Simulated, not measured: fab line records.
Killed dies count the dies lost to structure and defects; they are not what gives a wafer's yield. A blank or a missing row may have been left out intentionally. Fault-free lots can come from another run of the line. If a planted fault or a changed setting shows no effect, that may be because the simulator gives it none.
Matching of chambers || flow nand harc || NHARC_P_M2_ETCH_15 on rie diel-01 has 4 sister chambers
The step etches the open film in C4F8/Ar, target depth 182.5 nm, time 91.2 s. 8 wafers are shown with their chamber, then 8 later ones without.

== EACH WAFER AND ITS CHAMBER ==
{"wafer": "L949.3", "chamber": 2, "rf vpp V (V)": 435.9, "run length s (s)": 112.4}
{"wafer": "L949.6", "chamber": 1, "rf vpp V (V)": 439.4, "run length s (s)": 112.1}
{"wafer": "L953.3", "chamber": 3, "rf vpp V (V)": 445.5, "run length s (s)": 112.3}
{"wafer": "L953.5", "chamber": 0, "rf vpp V (V)": 442.3, "run length s (s)": 112.4}
{"wafer": "L954.2", "chamber": 3, "rf vpp V (V)": 444.9, "run length s (s)": 112.2}
{"wafer": "L954.3", "chamber": 0, "rf vpp V (V)": 442.7, "run length s (s)": 112.5}
{"wafer": "L954.6", "chamber": 2, "rf vpp V (V)": 437.4, "run length s (s)": 112.4}
{"wafer": "L955.2", "chamber": 1, "rf vpp V (V)": 440.3, "run length s (s)": 112.0}

== WAFERS MISSING THEIR CHAMBER ==
{"wafer": "L955.3", "rf vpp V (V)": 445.8, "run length s (s)": 112.5}
{"wafer": "L955.6", "rf vpp V (V)": 440.9, "run length s (s)": 112.9}
{"wafer": "L965.1", "rf vpp V (V)": 436.0, "run length s (s)": 112.5}
{"wafer": "L965.2", "rf vpp V (V)": 440.4, "run length s (s)": 112.9}
{"wafer": "L965.5", "rf vpp V (V)": 444.4, "run length s (s)": 112.7}
{"wafer": "L967.2", "rf vpp V (V)": 445.8, "run length s (s)": 112.2}
{"wafer": "L967.3", "rf vpp V (V)": 441.5, "run length s (s)": 112.4}
{"wafer": "L967.6", "rf vpp V (V)": 441.6, "run length s (s)": 112.8}

== EACH ONE'S CHAMBER ==
{"wafer": "L955.3", "from the rows above": "can't be placed: 3 or 0", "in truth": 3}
{"wafer": "L955.6", "from the rows above": 0, "in truth": 0}
{"wafer": "L965.1", "from the rows above": 2, "in truth": 2}
{"wafer": "L965.2", "from the rows above": "can't be placed: 0 or 2", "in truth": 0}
{"wafer": "L965.5", "from the rows above": 0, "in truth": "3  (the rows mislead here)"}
{"wafer": "L967.2", "from the rows above": 3, "in truth": 3}
{"wafer": "L967.3", "from the rows above": 0, "in truth": 0}
{"wafer": "L967.6", "from the rows above": 0, "in truth": 0}
Placed correctly: 5 of 8. Cannot be placed on the basis of these rows: 2; the candidates contain the true chamber in 2. Number placed wrongly: 1.
How it was worked out, from the rows above alone: a wafer's distance from a chamber is the root of the sum, over the readings, of the square of ((its reading less the chamber's mean) divided by the reading's scatter). The wafer belongs to the nearest chamber; if the next one is less than 2 further off, it can't be placed. Each chamber's mean is taken over the wafers shown for it. The scatter: the root of (the sum of the squares of (reading less its chamber's mean) over the shown wafers, divided by (wafers less chambers)).
